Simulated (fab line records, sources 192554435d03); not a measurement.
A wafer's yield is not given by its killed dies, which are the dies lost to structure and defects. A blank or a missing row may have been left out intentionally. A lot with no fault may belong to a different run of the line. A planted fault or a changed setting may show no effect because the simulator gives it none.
What tool caused it?	flow n5_finfet	12 lots with 36 wafers sampled at 2 steps, on a route of 1938 steps

WHAT THE GAUGES SHOWED, per wafer
N5_BEOL_M15_INSPECT_55: inspects for defects (darkfield).
lot	measured	on	raw_defect_count
L075	day 12 04:41	defect_inspect-02	97 74 77
L078	day 13 11:35	defect_inspect-02	95 51 51
L080	day 13 17:14	defect_inspect-02	58 72 41
L081	day 14 07:15	defect_inspect-02	75 46 54
L083	day 15 05:10	defect_inspect-01	57 39 110
L084	day 15 21:15	defect_inspect-01	73 76 45
L092	day 16 11:13	defect_inspect-02	88 49 77
L089	day 16 17:19	defect_inspect-02	69 77 97
L090	day 17 05:07	defect_inspect-01	75 52 145
L094	day 17 16:16	defect_inspect-01	60 35 48
L096	day 17 17:23	defect_inspect-02	91 72 56
L095	day 19 05:07	defect_inspect-02	54 97 66

WHAT TOOL EACH LOT RAN ON (gives the tool, then ch and the chambers of the sampled wafers, and finally the start)
lot	N5_BEOL_M15_DEGAS_41
L075	pvd_sputter-01, day 12 03:13
L078	pvd_sputter-01, day 13 10:13
L080	pvd_sputter-01, day 13 15:28
L081	pvd_sputter-02, day 14 05:45
L083	pvd_sputter-01, day 15 03:47
L084	pvd_sputter-02, day 15 19:53
L092	pvd_sputter-03, day 16 09:52
L089	pvd_sputter-03, day 16 15:43
L090	pvd_sputter-03, day 17 03:29
L094	pvd_sputter-03, day 17 14:49
L096	pvd_sputter-02, day 17 15:39
L095	pvd_sputter-02, day 19 03:46
- N5_BEOL_M15_DEGAS_41: time 60 s.

THE ANSWER, worked out from the rows above alone
Rule: the lots themselves supply what counts as usual. Put in order of their means at a reading, lots are off if they are a third of the lots or fewer, leave a main group of 4 or more, and stand apart from it by a gap of 3 or more times the standard deviation of the main group's means; of several such gaps the widest counts. If all means in a main group match to the digits the tables above print for the reading, that group is not used. Also off: a lot with no number at a reading for which 4 or more lots have one. Any other lot the step has rows for is counted as sound.
Across all readings shown, no lot is off: no conclusion can be drawn from this.

WHAT THE SIMULATOR HAD PUT IN
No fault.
